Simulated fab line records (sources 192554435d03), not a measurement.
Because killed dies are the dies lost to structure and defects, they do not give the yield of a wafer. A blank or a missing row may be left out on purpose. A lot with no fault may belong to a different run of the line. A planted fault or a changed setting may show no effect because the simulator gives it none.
Matching of chambers || flow n5-finfet || N5_BEOL_M0_CO_CAP_123 on cvd-co-01: 3 sister chambers
The step material Co, precursor CCTBA/H2, target thk 2 nm, time 102.1 s. 3 wafers are shown with their chamber, then 8 later ones without.

== WAFERS WITH THEIR CHAMBER ==
{"wafer": "L461.3", "chamber": 1, "heater-power-w (W)": 213}
{"wafer": "L461.6", "chamber": 2, "heater-power-w (W)": 237}
{"wafer": "L465.1", "chamber": 0, "heater-power-w (W)": 227}

== WAFERS WHOSE CHAMBER IS MISSING ==
{"wafer": "L465.2", "heater-power-w (W)": 215}
{"wafer": "L465.5", "heater-power-w (W)": 239}
{"wafer": "L466.1", "heater-power-w (W)": 208}
{"wafer": "L466.3", "heater-power-w (W)": 235}
{"wafer": "L466.4", "heater-power-w (W)": 207}
{"wafer": "L467.2", "heater-power-w (W)": 234}
{"wafer": "L467.3", "heater-power-w (W)": 238}
{"wafer": "L467.6", "heater-power-w (W)": 243}

== WHICH CHAMBER EACH WENT THROUGH ==
{"wafer": "L465.2", "from the rows above": 1, "in truth": 1}
{"wafer": "L465.5", "from the rows above": 2, "in truth": 2}
{"wafer": "L466.1", "from the rows above": 1, "in truth": 1}
{"wafer": "L466.3", "from the rows above": "can't be placed: 2 or 0", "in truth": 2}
{"wafer": "L466.4", "from the rows above": 1, "in truth": 1}
{"wafer": "L467.2", "from the rows above": "can't be placed: 2 or 0", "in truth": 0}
{"wafer": "L467.3", "from the rows above": 2, "in truth": 2}
{"wafer": "L467.6", "from the rows above": 2, "in truth": 2}
6 of 8 placed correctly. Not placeable from these rows: 2 (in 2, the candidates include the true chamber). Wrongly placed: 0.
How it was worked out, from the rows above alone: a wafer's distance from a chamber is the root of the sum, over the readings, of the square of ((its reading less the chamber's mean) divided by the reading's scatter). The wafer belongs to the nearest chamber; if the next one is less than 2 further off, it can't be placed. Each chamber's mean is taken over the wafers shown for it. The scatter: root of mean squared gap, hidden wafer to nearest shown wafer, with one shown wafer a chamber.
